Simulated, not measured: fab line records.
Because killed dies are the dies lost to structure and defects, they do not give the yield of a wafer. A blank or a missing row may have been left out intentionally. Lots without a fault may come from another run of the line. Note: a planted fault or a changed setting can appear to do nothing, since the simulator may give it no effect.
The tool behind it: which one? | flow nand_harc | 14 lots, 40 wafers sampled, at 5 steps of a route of 1302

== WHAT THE GAUGES SHOWED, per wafer ==
NHARC_P_CONTACT_CD_MEAS_19.
lot  | measured     | on        | cd_nm (nm)
L719 | day 5 19:25  | cd_sem-01 | 86.7 88.6 86.5
L720 | day 6 13:20  | cd_sem-01 | 89.1 91.3 89.6
L722 | day 7 09:19  | cd_sem-02 | 90.8 90.7 89.2
L723 | day 7 16:19  | cd_sem-02 | 87.3 90.4 90.5
L726 | day 8 19:37  | cd_sem-02 | 91.5 90.8
L727 | day 9 08:42  | cd_sem-02 | 89.5 89.3
L734 | day 12 00:52 | cd_sem-02 | 87.2 89.0 86.8
L733 | day 12 01:37 | cd_sem-02 | 89.6 87.9 91.9
L735 | day 12 13:39 | cd_sem-03 | 90.7 88.4 88.6
L736 | day 13 00:52 | cd_sem-01 | 89.5 90.7 87.1
L737 | day 13 13:47 | cd_sem-03 | 90.1 88.6 90.9
L738 | day 14 00:47 | cd_sem-02 | 89.9 89.2 90.6
L739 | day 14 01:42 | cd_sem-01 | 88.8 86.8 89.7
L741 | day 15 00:44 | cd_sem-03 | 88.1 90.4 88.6

NHARC_END_SORT_01.
lot  | measured     | on        | killed_at_array | killed_at_other | killed_at_periphery | killed_dies | killed_open | killed_short
L727 | day 28 09:13 | prober-01 | 77              | 2               | 2                   | 81          | 5           | 3
L737 | day 32 23:20 | prober-02 | 51 43 35        | 3 1 0           | 4 1 2               | 58 45 37    | 2 3 3       | 2 3 1

== EACH LOT AND THE TOOL THAT RAN IT (in order: tool; ch and the chambers of the sampled wafers; start) ==
lot  | NHARC_P_GATE_DEGAS_109       | NHARC_P_CONTACT_SOFTBAKE_07       | NHARC_P_CONTACT_STRIP_28
L719 | pvd_sputter-01, day 5 15:42  | litho_track-06 ch 0, day 5 17:00  | rie_diel-10 ch 0,2, day 5 19:29
L720 | pvd_sputter-03, day 6 09:38  | litho_track-04 ch 0, day 6 11:00  | rie_diel-05 ch 1,2,3, day 6 13:26
L722 | pvd_sputter-01, day 7 05:50  | litho_track-04 ch 0, day 7 07:00  | rie_diel-01 ch 0,1,3, day 7 09:25
L723 | pvd_sputter-01, day 7 12:49  | litho_track-06 ch 0, day 7 14:00  | rie_diel-05 ch 0,3, day 7 16:23
L726 | pvd_sputter-02, day 8 15:50  | litho_track-06 ch 0, day 8 18:00  | rie_diel-10 ch 0,1, day 8 19:43
L727 | pvd_sputter-02, day 9 05:12  | litho_track-06 ch 0, day 9 07:00  | rie_diel-01 ch 0,3, day 9 08:47
L734 | pvd_sputter-03, day 11 21:23 | litho_track-06 ch 0, day 11 23:00 | rie_diel-01 ch 0,3, day 12 00:58
L733 | pvd_sputter-02, day 11 22:01 | litho_track-01 ch 0, day 12 00:00 | rie_diel-05 ch 0,3, day 12 01:41
L735 | pvd_sputter-03, day 12 09:51 | litho_track-06 ch 0, day 12 12:00 | rie_diel-01 ch 2,3, day 12 13:43
L736 | pvd_sputter-01, day 12 21:13 | litho_track-01 ch 0, day 12 23:00 | rie_diel-01 ch 0,1,2, day 13 00:56
L737 | pvd_sputter-01, day 13 10:16 | litho_track-04 ch 0, day 13 12:00 | rie_diel-01 ch 0,1, day 13 13:51
L738 | pvd_sputter-03, day 13 21:18 | litho_track-04 ch 0, day 13 23:00 | rie_diel-01 ch 1,2,3, day 14 00:54
L739 | pvd_sputter-02, day 13 21:59 | litho_track-04 ch 0, day 14 00:00 | rie_diel-10 ch 0,1,3, day 14 01:47
L741 | pvd_sputter-02, day 14 20:46 | litho_track-06 ch 0, day 14 22:00 | rie_diel-01 ch 0,1,3, day 15 00:50
- NHARC_P_GATE_DEGAS_109: time 60 s.
- NHARC_P_CONTACT_SOFTBAKE_07: time 55 s.
- NHARC_P_CONTACT_STRIP_28: strips in O2.

== WHAT THE TOOLS THEMSELVES READ (means of the sampled wafers that have a number; where no wafer has one, the mark that the record gives instead) ==
NHARC_P_GATE_DEGAS_109.
lot  | tool           | heater_power_w (W)
L719 | pvd_sputter-01 | 497
L720 | pvd_sputter-03 | 496
L722 | pvd_sputter-01 | 529
L723 | pvd_sputter-01 | 470
L726 | pvd_sputter-02 | 430
L727 | pvd_sputter-02 | 418
L734 | pvd_sputter-03 | 507
L733 | pvd_sputter-02 | 432
L735 | pvd_sputter-03 | 484
L736 | pvd_sputter-01 | 530
L737 | pvd_sputter-01 | 524
L738 | pvd_sputter-03 | 494
L739 | pvd_sputter-02 | 440
L741 | pvd_sputter-02 | 405

NHARC_P_CONTACT_SOFTBAKE_07.
lot  | tool           | chill_plate_temp_C (C) | heater_power_total_W (W)
L719 | litho_track-06 | 22.85                  | 188.40
L720 | litho_track-04 | 23.02                  | 188.34
L722 | litho_track-04 | 22.97                  | 188.38
L723 | litho_track-06 | 23.16                  | 188.46
L726 | litho_track-06 | 23.06                  | 222.55
L727 | litho_track-06 | 23.00                  | 222.69
L734 | litho_track-06 | 23.03                  | 188.48
L733 | litho_track-01 | 23.03                  | 188.36
L735 | litho_track-06 | 22.89                  | 188.34
L736 | litho_track-01 | 23.03                  | 188.38
L737 | litho_track-04 | 23.09                  | 188.36
L738 | litho_track-04 | 22.98                  | 188.52
L739 | litho_track-04 | 23.02                  | 188.41
L741 | litho_track-06 | 22.96                  | 188.55

NHARC_P_CONTACT_STRIP_28.
lot  | tool        | drypump_motor_current_A (A) | oes_product_au (a.u.) | rf_vpp_V (V) | showerhead_plenum_p_Torr (Torr) | throttle_valve_pct (%)
L719 | rie_diel-10 | 6.2                         | 0.996                 | 58.4         | 3.60                            | 17.032
L720 | rie_diel-05 | 5.7                         | 0.990                 | 57.7         | 3.37                            | 17.039
L722 | rie_diel-01 | 5.7                         | 0.999                 | 57.4         | 3.41                            | 17.039
L723 | rie_diel-05 | 5.9                         | 1.003                 | 57.8         | 3.43                            | 17.045
L726 | rie_diel-10 | 5.6                         | 0.997                 | 57.5         | 3.62                            | 17.044
L727 | rie_diel-01 | 5.3                         | 1.000                 | 57.5         | 3.36                            | 17.042
L734 | rie_diel-01 | 5.3                         | 1.013                 | 57.1         | 3.36                            | 17.031
L733 | rie_diel-05 | 5.9                         | 0.994                 | 57.4         | 3.43                            | 17.031
L735 | rie_diel-01 | 5.4                         | 1.003                 | 57.7         | 3.47                            | 17.048
L736 | rie_diel-01 | 5.8                         | 1.004                 | 57.6         | 3.52                            | 17.033
L737 | rie_diel-01 | 5.7                         | 0.996                 | 56.4         | 3.41                            | 17.036
L738 | rie_diel-01 | 5.8                         | 1.000                 | 57.9         | 3.52                            | 17.041
L739 | rie_diel-10 | 5.6                         | 0.998                 | 58.7         | 3.67                            | 17.038
L741 | rie_diel-01 | 5.7                         | 1.006                 | 58.6         | 3.41                            | 17.031

== THE ANSWER, worked out from the rows above alone ==
Rule: the lots themselves supply what counts as usual. Put in order of their means at a reading, lots are off if they are a third of the lots or fewer, leave a main group of 4 or more, and stand apart from it by a gap of 3 or more times the standard deviation of the main group's means; of several such gaps the widest counts. The tables above print the reading to a certain number of digits; a main group whose means all agree to those digits is not used. Also off: a lot with no number at a reading for which 4 or more lots have one. Where the step has rows for the other lots, those lots are counted as sound. Order of review: gauges by route order, followed by the tools' own readings, for which a lot's mean as printed above is used. At the first step where some lot is off, the reading lying furthest off is the one used; lots without a number count as furthest.
Off: L726, L727, at NHARC_P_CONTACT_SOFTBAKE_07 (heater_power_total_W). The main group: mean 188.41 W, standard deviation 0.068.
If a tool, at that step or one of the process steps before it, ran each lot that is off and ran no sound lot following the first of them, it fits. None of those tried fits.

== WHAT THE SIMULATOR HAD INSERTED ==
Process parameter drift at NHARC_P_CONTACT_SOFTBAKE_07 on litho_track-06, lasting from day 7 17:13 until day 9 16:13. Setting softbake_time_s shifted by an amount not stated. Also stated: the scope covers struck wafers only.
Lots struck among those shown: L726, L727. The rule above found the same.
